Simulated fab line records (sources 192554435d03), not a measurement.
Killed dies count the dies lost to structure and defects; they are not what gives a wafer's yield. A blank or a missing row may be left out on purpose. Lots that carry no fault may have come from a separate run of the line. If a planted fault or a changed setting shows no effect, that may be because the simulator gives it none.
2 desks looking at one fault | flow n5_finfet | each desk has only its own numbers; what lay behind them comes last

TOOL OWNER'S DESK, cmp-01
The tool's own readings at N5_SDB_CMP_30 (polishes, stops on poly-Si, t overpolish 1.54 s, target thk 30 nm): means of the sampled wafers that have a number, for each lot that ran on this tool. Marked OUT: a lot whose mean sits more than 4 standard deviations from the usual mean, which makes it out of limits; the brackets give that distance.
Columns: A = head_pressure_psi at N5_SDB_CMP_30, usual 4.149 psi; B = motor_current_A at N5_SDB_CMP_30, usual 12.6 A; C = overpolish_run_s at N5_SDB_CMP_30, usual 1.539 s; D = retaining_ring_pressure_frac at N5_SDB_CMP_30, usual 1.001; E = time_to_endpoint_s at N5_SDB_CMP_30, usual 18 s
lot  | first seen here | A               | B    | C     | D     | E
L777 | day 3 21:38     | 4.150           | 13.2 | 1.536 | 0.998 | 18
L782 | day 5 04:18     | 4.150           | 12.0 | 1.540 | 1.003 | 20
L783 | day 5 10:14     | 4.154           | 13.4 | 1.539 | 1.002 | 16
L785 | day 5 20:50     | 4.139           | 12.9 | 1.548 | 1.000 | 16
L786 | day 6 07:27     | 4.151           | 12.6 | 1.539 | 1.006 | 18
L787 | day 6 09:28     | 3.611 (-54) OUT | 11.6 | 1.545 | 1.001 | 23
This desk finds L787 out of limits, L787 being first, at day 6 09:28 (head_pressure_psi at N5_SDB_CMP_30). L777, L782, L783, L785, L786: within limits.

THE DEFECT DESK
Inspection counts along the route, by lot: the mean over sampled wafers that carry a number. Marked OUT: a lot whose mean sits more than 4 standard deviations from the usual mean, which makes it out of limits; the brackets give that distance.
Columns: A = raw_defect_count at N5_ILD0_INSPECT_06, usual 37
lot  | first seen here | A
L777 | day 3 17:18     | 53
L779 | day 4 10:05     | 26
L781 | day 4 16:43     | 35
L782 | day 4 23:41     | 39
L783 | day 5 06:07     | 25
L784 | day 5 11:58     | 33
L785 | day 5 16:51     | 32
L786 | day 6 02:47     | 28
L787 | day 6 05:25     | 32
L797 | day 8 16:24     | 45
L800 | day 9 15:11     | 24
This desk's finding: nothing out of limits on any of the 11 lots.

TAKEN TOGETHER
On L787, at day 6 09:28, an alarm was possible from the tool owner's desk.
Nothing the defect desk looked at was out of limits.
The defect desk has L787 on record, within its limits.
All the named lots went through N5_SDB_CMP_30 on cmp-01.

WHAT WAS PUT IN BY THE SIMULATOR
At N5_SDB_CMP_30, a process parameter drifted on cmp-01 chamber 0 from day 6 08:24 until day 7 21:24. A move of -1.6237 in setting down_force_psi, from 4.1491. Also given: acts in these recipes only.
Lots struck among those shown: L787.
Delay in hours, fault start to first out-of-limits reading, by desk: the tool owner's desk at 1.
